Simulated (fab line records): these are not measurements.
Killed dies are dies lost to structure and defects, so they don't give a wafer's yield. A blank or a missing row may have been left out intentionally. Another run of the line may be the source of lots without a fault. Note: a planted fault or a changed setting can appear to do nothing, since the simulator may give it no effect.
Problem report in the 8D (eight disciplines) form, filled by code | flow nandHarc | the parts of the form that need people (team, actions taken, sign-off) are left out

== 1. WHAT WENT WRONG ==
At NHARC_A_CHANNEL_HOLE_D1_CD_MEAS_30, cdNm averages 0.7 nm over 6 wafers from 2 lots, while fault-free wafers read 89.9 nm, standard deviation 1. That is -89 standard deviations from the usual mean.
First observed at day 15 20:02: wafer L362.2, on cdSem-03. At this step, 42 wafers from 14 lots have a number in the record. Rule for "out" (also "out of limits"): further than 4 standard deviations from the usual mean. The rest of the wafers with a number are treated as sound.

== 2. WHAT IT IS; WHAT IT IS NOT ==
question                    | is                     | is not
which readings at this step | cdNm                   | -
which lots                  | L362, L363             | L347, L348, L349, L350, L351, L352, L355, L357, L366, L367, L368, L369
which wafers of those lots  | all that have a number | -
read on which gauges        | cdSem-03               | cdSem-01, cdSem-02
when                        | from day 15 20:02      | up to then (24 sound wafers); but 12 sound wafers of L366, L367, L368, L369 came after

== 3. THE SUSPECTS, EACH WITH WHAT RULES IT OUT ==
Counting: a tool at any process step up to the reading remains a suspect when it ran all the lots that are out and ran no sound lot after the first of those.
- ruled out: the gauge at NHARC_A_CHANNEL_HOLE_D1_CD_MEAS_30. All the wafers that are out were read on cdSem-03, but those of them that NHARC_A_CHANNEL_HOLE_D1_XSEM_31 has rows for are out there too, on other tools.
- harEtch-01 at NHARC_A_CHANNEL_HOLE_D1_ETCH_20 (etches the open film in C4F8/O2/Ar, time 361.9 s, target depth 1600 nm): ruled out as a lasting fault. After its first lot that is out, L362 (day 15 14:38), sound lots L366, L369 ran on it.
- harEtch-01 at NHARC_A_CHANNEL_HOLE_D1_ETCH_25 (etches the open film in C4F8/O2/Ar, time 1040.2 s, target depth 1500 nm): ruled out as a lasting fault. After its first lot that is out, L362 (day 15 17:25), sound lots L366, L369 ran on it.
Left after counting: nothing in the record.

== 4. THE CAUSE (what the simulator had put in) ==
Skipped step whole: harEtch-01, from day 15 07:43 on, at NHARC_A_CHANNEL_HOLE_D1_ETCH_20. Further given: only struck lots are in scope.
Counting ruled it out, wrongly: the rule takes a fault to strike every lot that its tool runs from its start on, and this one did not.

== 5. THE CHAIN OF EFFECTS, in route order ==
One row per reading whose mean, taken over the struck wafers that have a number, lies over 3 standard deviations from the usual. Scope: only readings with a usual standard deviation given in the record; hours: median across lots of the time from each lot's start at the first step in this table that gives one to its start at this step; sigmas: change in usual standard deviations.
hours | step                               | reading | usual   | on struck wafers | change | sigmas
0     | NHARC_A_CHANNEL_HOLE_D1_CD_MEAS_30 | cdNm    | 89.9 nm | 0.7              | -89.2  | -89
0     | NHARC_A_CHANNEL_HOLE_D1_XSEM_31    | botCdNm | 74.6 nm | 1.0              | -73.6  | -67
0     | NHARC_A_CHANNEL_HOLE_D1_XSEM_31    | bowNm   | 8.65 nm | 0.35             | -8.29  | -28
The process steps in it:
- NHARC_A_CHANNEL_HOLE_D1_XSEM_31
Readings that are blank on the struck wafers while sound wafers have them: c4f8FlowSccm at NHARC_A_CHANNEL_HOLE_D1_ETCH_20; chamberPressureMTorr at NHARC_A_CHANNEL_HOLE_D1_ETCH_20; drypumpMotorCurrentA at NHARC_A_CHANNEL_HOLE_D1_ETCH_20; o2FlowSccm at NHARC_A_CHANNEL_HOLE_D1_ETCH_20; showerheadPlenumPTorr at NHARC_A_CHANNEL_HOLE_D1_ETCH_20; throttleValvePct at NHARC_A_CHANNEL_HOLE_D1_ETCH_20.

== 6. WHAT WOULD HAVE CAUGHT IT SOONER ==
Counted from the fault's start at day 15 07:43, it took 12 hours until the first out-of-limits reading at a measuring or inspecting step in this record, taken at day 15 20:02.
At NHARC_A_CHANNEL_HOLE_D1_ETCH_20 the tool's readings are blank on the struck wafers, where sound wafers have them: an empty tool record is the first sign, and it was there at once.
